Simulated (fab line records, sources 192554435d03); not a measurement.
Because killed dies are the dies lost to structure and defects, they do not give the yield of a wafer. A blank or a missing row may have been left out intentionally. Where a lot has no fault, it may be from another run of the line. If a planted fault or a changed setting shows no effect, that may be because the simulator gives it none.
Chamber matching + flow n5 finfet + N5_BEOL_M13_ETCH_68 on rie diel-01: 4 sister chambers
The step etches SOC in N2/H2, time 355 s. 4 wafers are shown with their chamber, then 12 later ones without.

## EACH WAFER AND ITS CHAMBER
| wafer  | chamber | throttle valve pct (%) |
|--------|---------|------------------------|
| L084.2 | 3       | 18.21                  |
| L087.3 | 0       | 17.97                  |
| L087.4 | 2       | 17.37                  |
| L087.6 | 1       | 17.92                  |

## WAFERS MISSING THEIR CHAMBER
| wafer  | throttle valve pct (%) |
|--------|------------------------|
| L093.1 | 17.95                  |
| L093.4 | 18.22                  |
| L093.5 | 18.21                  |
| L092.2 | 17.79                  |
| L092.4 | 17.80                  |
| L092.6 | 17.96                  |
| L095.3 | 17.79                  |
| L095.4 | 17.42                  |
| L095.6 | 17.40                  |
| L090.2 | 17.81                  |
| L090.4 | 17.55                  |
| L090.6 | 17.96                  |

## WHICH CHAMBER EACH WENT THROUGH
| wafer  | from the rows above     | in truth                   |
|--------|-------------------------|----------------------------|
| L093.1 | can't be placed: 0 or 1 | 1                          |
| L093.4 | 3                       | 3                          |
| L093.5 | 3                       | 3                          |
| L092.2 | can't be placed: 1 or 0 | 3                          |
| L092.4 | can't be placed: 1 or 0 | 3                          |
| L092.6 | can't be placed: 0 or 1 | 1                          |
| L095.3 | can't be placed: 1 or 0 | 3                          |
| L095.4 | 2                       | 2                          |
| L095.6 | 2                       | 2                          |
| L090.2 | can't be placed: 1 or 0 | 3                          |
| L090.4 | 2                       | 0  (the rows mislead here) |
| L090.6 | can't be placed: 0 or 1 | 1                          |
Correctly placed: 4 of 12. Not placeable from these rows: 7 (in 3, the candidates include the true chamber). Wrongly placed: 1.
How it was worked out, from the rows above alone: a wafer's distance from a chamber is the root of the sum, over the readings, of the square of ((its reading less the chamber's mean) divided by the reading's scatter). If the next closest chamber is less than 2 further off than the closest, the wafer can't be placed; otherwise it belongs to the closest. The mean given for a chamber averages the wafers shown for that chamber. The scatter: with one shown wafer a chamber, the root of the mean of the squares of how far each hidden wafer lies from its nearest shown one.
